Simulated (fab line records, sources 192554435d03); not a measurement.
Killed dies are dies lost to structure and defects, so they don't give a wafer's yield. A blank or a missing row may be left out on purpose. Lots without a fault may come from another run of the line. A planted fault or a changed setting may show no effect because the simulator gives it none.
Split-lot experiment | flow n5_finfet | 7 lots, 39 wafers read, on a route of 1938 steps

THE SPLIT
At N5_BEOL_M6_ILD_DEP_00 (deposits SiCOH lowk from DEMS/porogen, target thk 179.75 nm, time 33.4 s), the setting target_thk_a was moved away from the recipe's 1797.5 angstrom on 15 of the 39 wafers read, by -34.1% to +43.8%. The other wafers ran this setting at the recipe's value.

FROM THE SPLIT TO THE READING: what the file shows between them, 1 step
- N5_BEOL_M6_CURE_74: cures SiCOH lowk, time 240 s

THE READING
M6_ILD_THK, in nm, at N5_BEOL_M6_THK_MEAS_01. Fault-free wafers of this fab line usually give 155.1 nm, standard deviation 2.1 nm.

wafer  | tool, chamber at the split | target_thk_a as run, angstrom | against the recipe | M6_ILD_THK, nm | against lot-mates on the recipe
L074.1 | pecvd-02, 0                | 1184                          | -34.1%             | 99.6           | -55.8
L074.2 | pecvd-02, 2                | 1184                          | -34.1%             | 100.2          | -55.2
L074.3 | pecvd-02, 1                | 1184                          | -34.1%             | 101.4          | -54.0
L074.4 | pecvd-02, 0                | 1797.5                        | recipe             | 155.2          | -
L074.5 | pecvd-02, 2,1              | 1797.5                        | recipe             | 155.4          | -
L074.6 | pecvd-02, 2,1              | 1797.5                        | recipe             | 155.5          | -
L080.1 | pecvd-04, 2                | 2584                          | +43.8%             | 222.3          | +67.2
L080.2 | pecvd-04, 1,0              | 1797.5                        | recipe             | 155.3          | -
L080.3 | pecvd-04, 0                | 1797.5                        | recipe             | 154.3          | -
L080.4 | pecvd-04, 1,0              | 1797.5                        | recipe             | 155.6          | -
L080.5 | pecvd-04, 2                | 2584                          | +43.8%             | 225.4          | +70.3
L080.6 | pecvd-04, 1                | 2584                          | +43.8%             | 227.9          | +72.8
L078.1 | pecvd-03, 2                | 1797.5                        | recipe             | 151.1          | -
L078.2 | pecvd-03, 1                | 1797.5                        | recipe             | 153.6          | -
L078.3 | pecvd-03, 2                | 2068                          | +15.0%             | 177.6          | +23.9
L078.4 | pecvd-03, 1                | 1797.5                        | recipe             | 156.4          | -
L078.5 | pecvd-03, 2                | 2068                          | +15.0%             | 178.3          | +24.6
L078.6 | pecvd-03, 1                | 2068                          | +15.0%             | 180.2          | +26.5
L084.1 | pecvd-04, 0                | 2304                          | +28.2%             | 196.5          | +41.5
L084.2 | pecvd-04, 2                | 2304                          | +28.2%             | 196.2          | +41.2
L084.3 | pecvd-04, 1                | 1797.5                        | recipe             | 154.4          | -
L084.4 | pecvd-04, 2                | 1797.5                        | recipe             | 155.2          | -
L084.5 | pecvd-04, 0                | 2304                          | +28.2%             | 201.2          | +46.2
L084.6 | pecvd-04, 1                | 1797.5                        | recipe             | 155.3          | -
L087.1 | pecvd-03, 0                | 1797.5                        | recipe             | 157.2          | -
L087.4 | pecvd-03, 0                | 1797.5                        | recipe             | 156.4          | -
L087.6 | pecvd-03, 1                | 1797.5                        | recipe             | 160.2          | -
L090.1 | pecvd-02, 0                | 1797.5                        | recipe             | 153.0          | -
L090.2 | pecvd-02, 2                | 1797.5                        | recipe             | 154.1          | -
L090.3 | pecvd-02, 1                | 1797.5                        | recipe             | 153.9          | -
L090.4 | pecvd-02, 1                | 1797.5                        | recipe             | 155.4          | -
L090.5 | pecvd-02, 2                | 1797.5                        | recipe             | 154.9          | -
L090.6 | pecvd-02, 0                | 1797.5                        | recipe             | 153.4          | -
L094.1 | pecvd-03, 1                | 1797.5                        | recipe             | 154.9          | -
L094.2 | pecvd-03, 2                | 1473                          | -18.1%             | 128.3          | -26.6
L094.3 | pecvd-03, 0                | 1797.5                        | recipe             | 152.9          | -
L094.4 | pecvd-03, 0                | 1473                          | -18.1%             | 128.8          | -26.1
L094.5 | pecvd-03, 2                | 1473                          | -18.1%             | 131.2          | -23.7
L094.6 | pecvd-03, 1                | 1797.5                        | recipe             | 157.0          | -
Where a row lists several chambers, the file gives one row for several wafers and doesn't say which wafer went through which chamber.

THE FIT
A straight line over all 39 wafers: M6_ILD_THK changes by +1.57 nm for each +1% of target_thk_a; r = +1.00; the points scatter about the line by 2 nm.
The same after taking each lot's own level away (the mean of its wafers on the recipe; 39 wafers): +1.58 nm for each +1%; r = +1.00; scatter 1.8 nm.
On that fit, the largest move of target_thk_a shifts the reading by 69 nm.
The lots' own levels span 153.70 to 157.93 nm, that is 2.0 times the standard deviation above.
So the lot-to-lot level changes the slope little: the two slopes agree.
Check: with one of the wafers moved furthest among these (+43.8%) left out of the fit, the line predicts +69.6 nm for it against its lot-mates. It came out at +67.2 nm against them.

OTHER SPLITS ON THESE WAFERS
These wafers also went through other splits before the reading. Each is held against what the fit with the lots' levels taken away leaves over:
other split on the same wafers         | wafers away from the commonest value | r with M6_ILD_THK (lot level and that fit taken away)
N5_DUMMY_GATE_PECVD_30 time_s          | 12                                   | +0.06
N5_SD_EPI_N_EPI_21 time_s              | 15                                   | -0.03
N5_MOL_CONTACT_COAG_ALD_133 ald_cycles | 18                                   | +0.05
N5_BEOL_M3_CVD_47 target_thk_a         | 15                                   | -0.19

THE WHOLE CHAIN: every reading that the file lists as answering this split, in the file's order
step                   | what it does                                                             | reading                                                                                  | change (the file's fit)              | r (the file's)
N5_BEOL_M6_ILD_DEP_00  | deposits SiCOH lowk from DEMS/porogen, target thk 179.75 nm, time 33.4 s | SiCOH_lowk_of_BEOL_M6_ILD_DEP_00.thk_nm (the simulator's own value, which no gauge read) | +1.81 nm for each +1% of the setting | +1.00
N5_BEOL_M6_CURE_74     | cures SiCOH lowk, time 240 s                                             | SiCOH_lowk_of_BEOL_M6_ILD_DEP_00.thk_nm (the simulator's own value, which no gauge read) | +1.58 nm for each +1% of the setting | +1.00
N5_BEOL_M6_THK_MEAS_01 |                                                                          | M6_ILD_THK                                                                               | +1.58 for each +1% of the setting    | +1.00

THE FILE'S OWN FIT
M6_ILD_THK changes by +1.58 nm for each +1% of target_thk_a, r = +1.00.
